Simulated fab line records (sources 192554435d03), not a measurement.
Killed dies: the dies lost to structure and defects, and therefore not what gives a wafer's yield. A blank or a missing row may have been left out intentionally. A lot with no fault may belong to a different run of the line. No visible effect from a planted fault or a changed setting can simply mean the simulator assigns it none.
Which tool is to blame? :: flow n5Finfet :: 25 wafers from 9 lots sampled at 5 of the route's 1938 steps

## WHAT EACH GAUGE READ, for each wafer
N5_BEOL_M4_RC_MEAS_101. Usual: DIBL_N 36.1 mV/V, standard deviation 2; DIBL_P 36.3 mV/V, standard deviation 2.5; IOFF_N 0.16 nA/um, standard deviation 0.037; IOFF_P 0.21 nA/um, standard deviation 0.039; ION_N 678 uA/um, standard deviation 15; ION_P 465 uA/um, standard deviation 8.7; SS_N 71.4 mV/dec, standard deviation 0.7; SS_P 73.3 mV/dec, standard deviation 0.74; VT_N 249 mV, standard deviation 3.6; VT_P -250.0 mV, standard deviation 2.9.
lot: L432
measured: day 7 18:09
on: prober-01
DIBL_N (mV/V): 35.5 33.2
DIBL_P (mV/V): 36.4 33.5
IOFF_N (nA/um): 0.16 0.11
IOFF_P (nA/um): 0.26 0.20
ION_N (uA/um): 669 649
ION_P (uA/um): 475 462
SS_N (mV/dec): 72.2 71.1
SS_P (mV/dec): 73.6 72.7
VT_N (mV): 251 257
VT_P (mV): -243.3 -247.6
flag: 

lot: L435
measured: day 8 13:13
on: prober-02
DIBL_N (mV/V): 33.3 36.9 33.6
DIBL_P (mV/V): 30.4 35.9 30.2
IOFF_N (nA/um): 0.09 0.14 0.09
IOFF_P (nA/um): 0.15 0.21 0.14
ION_N (uA/um): 643 684 642
ION_P (uA/um): 452 470 443
SS_N (mV/dec): 70.6 71.0 70.6
SS_P (mV/dec): 72.3 72.7 71.8
VT_N (mV): 257 250 258
VT_P (mV): -252.8 -250.1 -255.9
flag: 

lot: L434
measured: day 8 23:31
on: prober-01
DIBL_N (mV/V): 35.7 37.6
DIBL_P (mV/V): 35.4 37.8
IOFF_N (nA/um): 0.14 0.18
IOFF_P (nA/um): 0.17 0.22
ION_N (uA/um): 675 674
ION_P (uA/um): 457 460
SS_N (mV/dec): 70.6 72.1
SS_P (mV/dec): 73.0 74.7
VT_N (mV): 254 249
VT_P (mV): -255.2 -249.7
flag: 

lot: L439
measured: day 9 07:47
on: prober-02
DIBL_N (mV/V): 32.3 34.5 37.8
DIBL_P (mV/V): 30.4 33.9 38.5
IOFF_N (nA/um): 0.09 0.12 0.17
IOFF_P (nA/um): 0.14 0.18 0.25
ION_N (uA/um): 653 666 672
ION_P (uA/um): 459 465 467
SS_N (mV/dec): 70.1 71.4 71.9
SS_P (mV/dec): 71.2 73.0 73.8
VT_N (mV): 257 251 248
VT_P (mV): -253.7 -250.1 -247.8
flag: 

lot: L442
measured: day 10 22:55
on: prober-02
DIBL_N (mV/V): 34.5 36.6 36.0
DIBL_P (mV/V): 33.9 35.8 35.6
IOFF_N (nA/um): 0.13 0.16 0.16
IOFF_P (nA/um): 0.19 0.22 0.21
ION_N (uA/um): 677 685 683
ION_P (uA/um): 467 462 465
SS_N (mV/dec): 71.6 72.0 71.9
SS_P (mV/dec): 73.5 73.9 73.1
VT_N (mV): 249 246 247
VT_P (mV): -249.3 -250.9 -249.6
flag: 

lot: L446
measured: day 12 04:50
on: prober-01
DIBL_N (mV/V): 38.4 33.5 37.6
DIBL_P (mV/V): 37.4 33.7 38.1
IOFF_N (nA/um): 0.20 0.13 0.20
IOFF_P (nA/um): 0.24 0.19 0.26
ION_N (uA/um): 668 669 702
ION_P (uA/um): 460 463 478
SS_N (mV/dec): 72.1 70.5 71.5
SS_P (mV/dec): 74.1 73.0 74.3
VT_N (mV): 250 251 245
VT_P (mV): -247.2 -248.7 -247.0
flag: 

lot: L445
measured: day 12 11:16
on: prober-02
DIBL_N (mV/V): 38.2 39.7 39.1
DIBL_P (mV/V): 39.3 41.3 40.2
IOFF_N (nA/um): 0.20 0.26 0.21
IOFF_P (nA/um): 0.22 0.26 0.24
ION_N (uA/um): 691 715 680
ION_P (uA/um): 468 482 459
SS_N (mV/dec): 72.0 72.2 72.0
SS_P (mV/dec): 73.3 74.2 74.2
VT_N (mV): 247 241 245
VT_P (mV): -249.6 -246.2 -248.8
flag: 

lot: L448
measured: day 12 19:57
on: prober-02
DIBL_N (mV/V): 32.4 35.0 32.9
DIBL_P (mV/V): 32.2 36.2 34.0
IOFF_N (nA/um): 0.11 0.15 0.13
IOFF_P (nA/um): 0.13 0.18 0.16
ION_N (uA/um): 660 670 675
ION_P (uA/um): 448 458 461
SS_N (mV/dec): 70.8 71.6 70.4
SS_P (mV/dec): 71.7 73.5 71.8
VT_N (mV): 252 250 248
VT_P (mV): -256.9 -254.3 -254.9
flag: 

lot: L454
measured: day 14 13:26
on: prober-01
DIBL_N (mV/V): 39.8 36.3 37.8
DIBL_P (mV/V): 41.0 37.9 38.1
IOFF_N (nA/um): 0.25 0.17 0.21
IOFF_P (nA/um): 0.31 0.25 0.24
ION_N (uA/um): 702 687 689
ION_P (uA/um): 476 474 460
SS_N (mV/dec): 72.3 71.1 72.4
SS_P (mV/dec): 74.4 74.2 74.1
VT_N (mV): 242 246 244
VT_P (mV): -245.9 -244.9 -248.1
flag: 

## TOOL THAT RAN EACH LOT (tool first, then ch and the chambers of the sampled wafers, then the start)
lot: L432
N5_BEOL_M2_ETCH_63: rieDiel-05 ch 1,2, day 6 14:38
N5_BEOL_M2_ETCH_69: rieDiel-04 ch 0,1, day 6 15:30
N5_BEOL_M2_ALD_98: aldSin-02 ch 1,2, day 6 15:35
N5_BEOL_M2_ETCH_41: rieDiel-05 ch 0,1, day 7 18:09 or earlier

lot: L435
N5_BEOL_M2_ETCH_63: rieDiel-04 ch 2,3, day 7 05:17
N5_BEOL_M2_ETCH_69: rieDiel-05 ch 0,3, day 7 06:19
N5_BEOL_M2_ALD_98: aldSin-02 ch 0,3, day 7 06:24
N5_BEOL_M2_ETCH_41: rieDiel-04 ch 0,1,3, day 8 13:13 or earlier

lot: L434
N5_BEOL_M2_ETCH_63: rieDiel-05 ch 0,1, day 7 14:44
N5_BEOL_M2_ETCH_69: rieDiel-05 ch 1,3, day 7 15:37
N5_BEOL_M2_ALD_98: aldSin-03 ch 0,2, day 7 15:43
N5_BEOL_M2_ETCH_41: rieDiel-06 ch 0,3, day 8 23:31 or earlier

lot: L439
N5_BEOL_M2_ETCH_63: rieDiel-06 ch 0,2,3, day 8 05:41
N5_BEOL_M2_ETCH_69: rieDiel-05 ch 0,1,3, day 8 06:54
N5_BEOL_M2_ALD_98: aldSin-03 ch 1,2,3, day 8 06:59
N5_BEOL_M2_ETCH_41: rieDiel-05 ch 0,1,3, day 9 07:47 or earlier

lot: L442
N5_BEOL_M2_ETCH_63: rieDiel-05 ch 0,1, day 9 04:06
N5_BEOL_M2_ETCH_69: rieDiel-06 ch 0,2, day 9 04:59
N5_BEOL_M2_ALD_98: aldSin-02 ch 1,2, day 9 05:04
N5_BEOL_M2_ETCH_41: rieDiel-05 ch 1,2,3, day 10 22:55 or earlier

lot: L446
N5_BEOL_M2_ETCH_63: rieDiel-06 ch 0,1,2, day 10 09:19
N5_BEOL_M2_ETCH_69: rieDiel-05 ch 0,1,2, day 10 10:11
N5_BEOL_M2_ALD_98: aldSin-02 ch 0,1,2, day 10 10:17
N5_BEOL_M2_ETCH_41: rieDiel-05 ch 0,1,3, day 12 04:50 or earlier

lot: L445
N5_BEOL_M2_ETCH_63: rieDiel-04 ch 1,3, day 10 11:27
N5_BEOL_M2_ETCH_69: rieDiel-05 ch 0,3, day 10 12:21
N5_BEOL_M2_ALD_98: aldSin-02 ch 1,2,3, day 10 12:26
N5_BEOL_M2_ETCH_41: rieDiel-05 ch 0,1, day 12 11:16 or earlier

lot: L448
N5_BEOL_M2_ETCH_63: rieDiel-06 ch 0,2,3, day 10 17:07
N5_BEOL_M2_ETCH_69: rieDiel-06 ch 0,2,3, day 10 18:07
N5_BEOL_M2_ALD_98: aldSin-02 ch 0,1,2, day 10 18:21
N5_BEOL_M2_ETCH_41: rieDiel-06 ch 1,2, day 12 19:57 or earlier

lot: L454
N5_BEOL_M2_ETCH_63: rieDiel-04 ch 0,1,2, day 12 09:36
N5_BEOL_M2_ETCH_69: rieDiel-04 ch 0,1,2, day 12 10:37
N5_BEOL_M2_ALD_98: aldSin-03 ch 0,1, day 12 10:40
N5_BEOL_M2_ETCH_41: rieDiel-05 ch 0,1,2, day 14 13:26 or earlier
- N5_BEOL_M2_ETCH_63: etches SiARC in CF4, target depth 15.6 nm, time 26 s.
- N5_BEOL_M2_ETCH_69: etches SiARC in CF4, target depth 15.6 nm, time 26 s.
- N5_BEOL_M2_ALD_98: deposits SiO2, target thk 2.5 nm, pulse time 1 s, co reactant pulse time 1 s.
- N5_BEOL_M2_ETCH_41: etches SiCN in CH3F/O2, target depth 29.9 nm, time 52.5 s.

## WHAT THE TOOLS THEMSELVES READ (means of the sampled wafers that have a number; where no wafer has one, the mark that the record gives instead)
N5_BEOL_M2_ETCH_63. Usual: drypumpMotorCurrentA 5.7 A, standard deviation 0.38; etchRfOnTimeS 25.9 s, standard deviation 0.73; oesProductAu 0.70 a.u., standard deviation 0.083; rfVppV 184.3 V, standard deviation 1.2; showerheadPlenumPTorr 2.17 Torr, standard deviation 0.056; throttleValvePct 15.57 %, standard deviation 0.25.
lot: L432
tool: rieDiel-05
drypumpMotorCurrentA (A): 5.9
etchRfOnTimeS (s): 25.3
oesProductAu (a.u.): 0.73
rfVppV (V): 185.2
showerheadPlenumPTorr (Torr): 2.22
throttleValvePct (%): 15.43
flag: 

lot: L435
tool: rieDiel-04
drypumpMotorCurrentA (A): 5.5
etchRfOnTimeS (s): 25.5
oesProductAu (a.u.): 0.65
rfVppV (V): 184.5
showerheadPlenumPTorr (Torr): 2.16
throttleValvePct (%): 15.85
flag: 

lot: L434
tool: rieDiel-05
drypumpMotorCurrentA (A): 5.7
etchRfOnTimeS (s): 26.4
oesProductAu (a.u.): 0.78
rfVppV (V): 183.1
showerheadPlenumPTorr (Torr): 2.15
throttleValvePct (%): 15.31
flag: 

lot: L439
tool: rieDiel-06
drypumpMotorCurrentA (A): 5.8
etchRfOnTimeS (s): 26.3
oesProductAu (a.u.): 0.72
rfVppV (V): 184.1
showerheadPlenumPTorr (Torr): 2.14
throttleValvePct (%): 15.45
flag: 

lot: L442
tool: rieDiel-05
drypumpMotorCurrentA (A): 5.6
etchRfOnTimeS (s): 26.7
oesProductAu (a.u.): 0.76
rfVppV (V): 183.6
showerheadPlenumPTorr (Torr): 2.13
throttleValvePct (%): 15.37
flag: 

lot: L446
tool: rieDiel-06
drypumpMotorCurrentA (A): 6.1
etchRfOnTimeS (s): 26.0
oesProductAu (a.u.): 0.72
rfVppV (V): 183.6
showerheadPlenumPTorr (Torr): 2.14
throttleValvePct (%): 15.48
flag: 

lot: L445
tool: rieDiel-04
drypumpMotorCurrentA (A): 5.4
etchRfOnTimeS (s): 25.7
oesProductAu (a.u.): 0.60
rfVppV (V): 183.2
showerheadPlenumPTorr (Torr): 2.17
throttleValvePct (%): 15.86
flag: 

lot: L448
tool: rieDiel-06
drypumpMotorCurrentA (A): 5.8
etchRfOnTimeS (s): 26.1
oesProductAu (a.u.): 0.69
rfVppV (V): 182.8
showerheadPlenumPTorr (Torr): 2.13
throttleValvePct (%): 15.50
flag: 

lot: L454
tool: rieDiel-04
drypumpMotorCurrentA (A): 5.5
etchRfOnTimeS (s): 25.6
oesProductAu (a.u.): 0.75
rfVppV (V): 184.7
showerheadPlenumPTorr (Torr): 2.20
throttleValvePct (%): 15.54
flag: 

N5_BEOL_M2_ETCH_69. Usual: drypumpMotorCurrentA 5.8 A, standard deviation 0.4; etchRfOnTimeS 25.9 s, standard deviation 0.78; oesProductAu 0.70 a.u., standard deviation 0.084; rfVppV 184.4 V, standard deviation 0.98; showerheadPlenumPTorr 2.16 Torr, standard deviation 0.056; throttleValvePct 15.57 %, standard deviation 0.25.
lot: L432
tool: rieDiel-04
drypumpMotorCurrentA (A): 5.3
etchRfOnTimeS (s): 26.4
oesProductAu (a.u.): 0.60
rfVppV (V): 185.4
showerheadPlenumPTorr (Torr): 2.20
throttleValvePct (%): 15.84
flag: 

lot: L435
tool: rieDiel-05
drypumpMotorCurrentA (A): 5.6
etchRfOnTimeS (s): 27.2
oesProductAu (a.u.): 0.73
rfVppV (V): 183.9
showerheadPlenumPTorr (Torr): 2.10
throttleValvePct (%): 15.52
flag: 

lot: L434
tool: rieDiel-05
drypumpMotorCurrentA (A): 6.2
etchRfOnTimeS (s): 25.8
oesProductAu (a.u.): 0.68
rfVppV (V): 184.9
showerheadPlenumPTorr (Torr): 2.15
throttleValvePct (%): 15.54
flag: 

lot: L439
tool: rieDiel-05
drypumpMotorCurrentA (A): 5.9
etchRfOnTimeS (s): 26.3
oesProductAu (a.u.): 0.71
rfVppV (V): 184.1
showerheadPlenumPTorr (Torr): 2.13
throttleValvePct (%): 15.49
flag: 

lot: L442
tool: rieDiel-06
drypumpMotorCurrentA (A): 6.0
etchRfOnTimeS (s): 26.5
oesProductAu (a.u.): 0.72
rfVppV (V): 183.8
showerheadPlenumPTorr (Torr): 2.13
throttleValvePct (%): 15.47
flag: 

lot: L446
tool: rieDiel-05
drypumpMotorCurrentA (A): 5.7
etchRfOnTimeS (s): 26.0
oesProductAu (a.u.): 0.71
rfVppV (V): 185.4
showerheadPlenumPTorr (Torr): 2.17
throttleValvePct (%): 15.46
flag: 

lot: L445
tool: rieDiel-05
drypumpMotorCurrentA (A): 5.8
etchRfOnTimeS (s): 26.7
oesProductAu (a.u.): 0.63
rfVppV (V): 183.3
showerheadPlenumPTorr (Torr): 2.11
throttleValvePct (%): 15.73
flag: 

lot: L448
tool: rieDiel-06
drypumpMotorCurrentA (A): 5.8
etchRfOnTimeS (s): 26.1
oesProductAu (a.u.): 0.70
rfVppV (V): 184.2
showerheadPlenumPTorr (Torr): 2.13
throttleValvePct (%): 15.49
flag: 

lot: L454
tool: rieDiel-04
drypumpMotorCurrentA (A): 5.5
etchRfOnTimeS (s): 25.4
oesProductAu (a.u.): 0.75
rfVppV (V): 184.8
showerheadPlenumPTorr (Torr): 2.20
throttleValvePct (%): 15.55
flag: 

N5_BEOL_M2_ALD_98. Usual: heaterPowerW 79 W, standard deviation 8.7; precursorPulseHeightRel 0.998, standard deviation 0.02; susceptorTempC 100.00 C, standard deviation 0.11.
lot: L432
tool: aldSin-02
heaterPowerW (W): 76
precursorPulseHeightRel: 1.014
susceptorTempC (C): 99.89
flag: 

lot: L435
tool: aldSin-02
heaterPowerW (W): 82
precursorPulseHeightRel: 0.988
susceptorTempC (C): 100.01
flag: 

lot: L434
tool: aldSin-03
heaterPowerW (W): 82
precursorPulseHeightRel: 0.997
susceptorTempC (C): 100.08
flag: 

lot: L439
tool: aldSin-03
heaterPowerW (W): 80
precursorPulseHeightRel: 0.993
susceptorTempC (C): 100.00
flag: 

lot: L442
tool: aldSin-02
heaterPowerW (W): 75
precursorPulseHeightRel: 1.000
susceptorTempC (C): 99.95
flag: 

lot: L446
tool: aldSin-02
heaterPowerW (W): 74
precursorPulseHeightRel: 0.970
susceptorTempC (C): 99.98
flag: 

lot: L445
tool: aldSin-02
heaterPowerW (W): 76
precursorPulseHeightRel: 0.992
susceptorTempC (C): 96.81
flag: OFF

lot: L448
tool: aldSin-02
heaterPowerW (W): 69
precursorPulseHeightRel: 1.001
susceptorTempC (C): 96.67
flag: OFF

lot: L454
tool: aldSin-03
heaterPowerW (W): 84
precursorPulseHeightRel: 0.998
susceptorTempC (C): 99.98
flag: 

N5_BEOL_M2_ETCH_41. Usual: O2_flow_sccm 20.00 sccm, standard deviation 0.06; drypumpMotorCurrentA 5.8 A, standard deviation 0.39; oesProductAu 0.82 a.u., standard deviation 0.1; rfVppV 297.9 V, standard deviation 1.2; showerheadPlenumPTorr 2.02 Torr, standard deviation 0.05; throttleValvePct 16.23 %, standard deviation 0.24.
lot: L432
tool: rieDiel-05
O2_flow_sccm (sccm): 19.99
drypumpMotorCurrentA (A): 5.8
oesProductAu (a.u.): 0.94
rfVppV (V): 297.6
showerheadPlenumPTorr (Torr): 2.00
throttleValvePct (%): 16.04
flag: 

lot: L435
tool: rieDiel-04
O2_flow_sccm (sccm): 20.02
drypumpMotorCurrentA (A): 5.4
oesProductAu (a.u.): 0.71
rfVppV (V): 298.3
showerheadPlenumPTorr (Torr): 2.03
throttleValvePct (%): 16.56
flag: 

lot: L434
tool: rieDiel-06
O2_flow_sccm (sccm): 19.94
drypumpMotorCurrentA (A): 5.5
oesProductAu (a.u.): 0.79
rfVppV (V): 297.1
showerheadPlenumPTorr (Torr): 1.98
throttleValvePct (%): 16.24
flag: 

lot: L439
tool: rieDiel-05
O2_flow_sccm (sccm): 20.00
drypumpMotorCurrentA (A): 5.8
oesProductAu (a.u.): 0.82
rfVppV (V): 296.7
showerheadPlenumPTorr (Torr): 1.99
throttleValvePct (%): 16.20
flag: 

lot: L442
tool: rieDiel-05
O2_flow_sccm (sccm): 20.01
drypumpMotorCurrentA (A): 6.0
oesProductAu (a.u.): 0.78
rfVppV (V): 297.5
showerheadPlenumPTorr (Torr): 2.03
throttleValvePct (%): 16.25
flag: 

lot: L446
tool: rieDiel-05
O2_flow_sccm (sccm): 19.97
drypumpMotorCurrentA (A): 5.8
oesProductAu (a.u.): 0.81
rfVppV (V): 297.8
showerheadPlenumPTorr (Torr): 1.99
throttleValvePct (%): 16.24
flag: 

lot: L445
tool: rieDiel-05
O2_flow_sccm (sccm): 19.97
drypumpMotorCurrentA (A): 5.6
oesProductAu (a.u.): 0.87
rfVppV (V): 297.4
showerheadPlenumPTorr (Torr): 1.98
throttleValvePct (%): 16.12
flag: 

lot: L448
tool: rieDiel-06
O2_flow_sccm (sccm): 20.02
drypumpMotorCurrentA (A): 6.4
oesProductAu (a.u.): 0.92
rfVppV (V): 298.1
showerheadPlenumPTorr (Torr): 2.03
throttleValvePct (%): 15.99
flag: 

lot: L454
tool: rieDiel-05
O2_flow_sccm (sccm): 20.02
drypumpMotorCurrentA (A): 5.7
oesProductAu (a.u.): 0.80
rfVppV (V): 297.4
showerheadPlenumPTorr (Torr): 2.02
throttleValvePct (%): 16.18
flag: 

## THE ANSWER, worked out from the rows above alone
Rule: lot off if the mean of its wafers having a number is beyond 3 standard deviations from the usual mean. Also off: a lot with no number at a reading for which 4 or more lots have one. The other lots that the step has rows for count as sound. The gauges are gone through in route order, then the tools' own readings, and for those a lot's mean is taken as printed above. At the first step where some lot is off, the reading lying furthest off is the one used; lots without a number count as furthest.
Off: L445, L448, at N5_BEOL_M2_ALD_98 (susceptorTempC).
A tool fits if, at that step or a process step before it, it ran every lot that is off, and no sound lot after the first of them. One candidate fits, namely aldSin-02 at N5_BEOL_M2_ALD_98. Its last sound lot is L446 (day 10 10:17), its first lot that is off L445 (day 10 12:26): a fault that began between those two fits.
On the lots that are off, the tool's own readings at N5_BEOL_M2_ALD_98 differ by more than 5 times the standard deviation of the sound lots' means, which bears it out; susceptorTempC reads 96.74 C there versus 99.98 C on the sound lots.

## WHAT THE SIMULATOR PUT IN
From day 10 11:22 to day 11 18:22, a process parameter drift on aldSin-02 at N5_BEOL_M2_ALD_98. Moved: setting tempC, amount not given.
Lots struck among those shown: L445, L448. The same result came from the rule above.
